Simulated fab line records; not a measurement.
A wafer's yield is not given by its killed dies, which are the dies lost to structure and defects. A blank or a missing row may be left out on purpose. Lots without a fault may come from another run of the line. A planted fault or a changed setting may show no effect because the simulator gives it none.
What tool caused it?	flow nand-harc	13 lots, 39 wafers sampled, at 2 steps of a route of 1302

## WHAT THE GAUGES READ, wafer by wafer
NHARC_A_DECK1_JOINT_THK_MEAS_14: measures by ellipsometry. Usual: thk-nm reads 51.1 nm (standard deviation 1.4).
lot	measured	on	thk-nm (nm)	flag
L265	day 12 18:44	film-metro-01	50.8 48.2 51.3	
L266	day 12 18:45	film-metro-02	52.0 49.7 50.8	
L267	day 13 14:26	film-metro-02	51.5 51.7 51.9	
L268	day 13 14:26	film-metro-01	51.8 52.0 51.1	
L269	day 14 10:26	film-metro-01	52.8 51.9 49.6	
L271	day 15 02:30	film-metro-01	50.8 54.4 51.9	
L272	day 15 17:40	film-metro-02	48.2 49.4 51.2	
L274	day 16 04:32	film-metro-02	51.6 50.7 50.1	
L277	day 17 11:17	film-metro-02	52.1 49.7 50.0	
L279	day 18 11:14	film-metro-01	53.1 49.2 50.2	
L278	day 18 07:46	film-metro-01	52.4 51.1 52.5	
L284	day 20 21:01	film-metro-02	49.0 50.8 54.8	
L285	day 21 01:19	film-metro-01	50.3 52.7 50.4	

## WHAT TOOL EACH LOT RAN ON (gives the tool, then ch and the chambers of the sampled wafers, and finally the start)
lot	NHARC_A_CHANNEL_FILL_D1_ALD_02
L265	ald-hk-04 ch 0,1, day 10 07:31
L266	ald-hk-04 ch 0,3, day 10 09:35
L267	ald-hk-03 ch 0,3, day 11 04:21
L268	ald-hk-04 ch 1,2,3, day 11 05:47
L269	ald-hk-02 ch 0,1,3, day 11 20:00
L271	ald-hk-02 ch 0,1,2, day 12 13:44
L272	ald-hk-02 ch 0,1,2, day 13 04:28
L274	ald-hk-04 ch 1,2,3, day 13 12:44
L277	ald-hk-04 ch 2,3, day 14 23:50
L279	ald-hk-03 ch 0,3, day 15 20:10
L278	ald-hk-03 ch 2,3, day 15 20:45
L284	ald-hk-04 ch 0,1, day 18 10:28
L285	ald-hk-02 ch 0,1,2, day 18 15:06
- NHARC_A_CHANNEL_FILL_D1_ALD_02: deposits SiO2, target thk 6 nm, pulse time 10 s, ald cycles 60.

## AS READ BY THE TOOLS THEMSELVES (means over the sampled wafers that have a number; for cases with no such wafer, the mark the record gives instead)
NHARC_A_CHANNEL_FILL_D1_ALD_02. Usual: heater-power-w 457 W, standard deviation 49; precursor-pulse-height-rel 0.999, standard deviation 0.02.
lot	tool	heater-power-w (W)	precursor-pulse-height-rel	flag
L265	ald-hk-04	528	0.994	
L266	ald-hk-04	424	1.001	
L267	ald-hk-03	512	1.005	
L268	ald-hk-04	479	1.000	
L269	ald-hk-02	463	0.997	
L271	ald-hk-02	444	1.017	
L272	ald-hk-02	439	0.996	
L274	ald-hk-04	464	1.001	
L277	ald-hk-04	441	0.977	
L279	ald-hk-03	499	1.013	
L278	ald-hk-03	424	0.989	
L284	ald-hk-04	504	1.002	
L285	ald-hk-02	426	1.002	

## THE ANSWER, worked out from the rows above alone
Rule: a lot counts as off when the mean over its wafers that have a number is more than 3 standard deviations away from the usual mean. Also off: a lot with no number at a reading for which 4 or more lots have one. Where the step has rows for the other lots, those lots are counted as sound. Order of review: gauges by route order, followed by the tools' own readings, for which a lot's mean as printed above is used. At the first step where some lot is off, the reading lying furthest off is the one used; lots without a number count as furthest.
None of the lots is off at any reading shown; this tells nothing.

## WHAT THE SIMULATOR HAD PUT IN
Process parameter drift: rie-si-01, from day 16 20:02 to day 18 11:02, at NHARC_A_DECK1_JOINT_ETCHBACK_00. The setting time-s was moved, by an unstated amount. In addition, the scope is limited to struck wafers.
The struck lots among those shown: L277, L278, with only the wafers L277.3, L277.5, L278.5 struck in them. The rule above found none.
